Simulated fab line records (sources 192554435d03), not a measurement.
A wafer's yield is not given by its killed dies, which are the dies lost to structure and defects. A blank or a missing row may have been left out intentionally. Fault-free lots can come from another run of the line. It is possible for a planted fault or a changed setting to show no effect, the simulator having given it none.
Matching of chambers    flow n5_finfet    4 sister chambers for N5_BEOL_M0_SAQP_STRIP_108 on rie_diel-04
The step strips in N2/H2. 18 wafers are shown with their chamber, then 9 later ones without.

== WAFERS, EACH WITH ITS CHAMBER ==
wafer   chamber  showerhead_plenum_p_Torr (Torr)  drypump_motor_current_A (A)  throttle_valve_pct (%)
L075.1  2        3.59                             4.7                          18.76
L075.3  3        3.19                             6.0                          18.99
L075.6  1        3.46                             5.1                          19.05
L077.2  1        3.46                             5.1                          19.07
L077.3  0        3.30                             5.4                          18.57
L077.5  1        3.45                             5.1                          19.07
L081.3  3        3.18                             6.0                          19.00
L081.5  0        3.30                             5.3                          18.56
L081.6  1        3.45                             5.1                          19.08
L082.1  0        3.30                             5.4                          18.57
L082.2  1        3.45                             5.1                          19.07
L082.5  2        3.59                             4.7                          18.78
L089.2  3        3.18                             5.9                          19.03
L089.5  2        3.58                             4.8                          18.82
L089.6  1        3.45                             5.1                          18.67
L094.3  1        3.44                             5.1                          18.69
L094.4  2        3.57                             4.7                          18.83
L094.5  0        3.28                             5.4                          18.59

SIGNATURES (averages over the wafers above)
reading                   chamber 0  chamber 1  chamber 2  chamber 3  scatter within a chamber
showerhead_plenum_p_Torr  3.2950     3.4514     3.5825     3.1833     0.00814
drypump_motor_current_A   5.375      5.100      4.725      5.967      0.0393
throttle_valve_pct        18.5725    18.9571    18.7975    19.0067    0.125
Rule: a wafer's distance from a chamber is the root of the sum, over the readings, of the square of ((its reading less the chamber's mean) divided by the reading's scatter). If the next closest chamber is less than 2 further off than the closest, the wafer can't be placed; otherwise it belongs to the closest. How the scatter is found: for the shown wafers, subtract from each reading the mean of its chamber, square and add these, divide the total by (wafers less chambers), then take the root.

== WAFERS WITHOUT THEIR CHAMBER ==
wafer   showerhead_plenum_p_Torr (Torr)  drypump_motor_current_A (A)  throttle_valve_pct (%)
L095.1  3.57                             4.7                          18.82
L095.2  3.28                             5.4                          18.62
L095.6  3.44                             5.1                          18.69
L096.1  3.57                             4.7                          18.82
L096.2  3.28                             5.4                          18.60
L096.5  3.57                             4.7                          18.84
L097.1  3.17                             5.9                          19.04
L097.2  3.44                             5.1                          18.70
L097.5  3.28                             5.4                          18.59

== THE CHAMBER EACH PASSED THROUGH ==
wafer   from the rows above  in truth
L095.1  2                    2
L095.2  0                    0
L095.6  1                    1
L096.1  2                    2
L096.2  0                    0
L096.5  2                    2
L097.1  3                    3
L097.2  1                    1
L097.5  0                    0
Placed correctly: 9 of 9. From these rows, 0 cannot be placed. 0 placed wrongly.
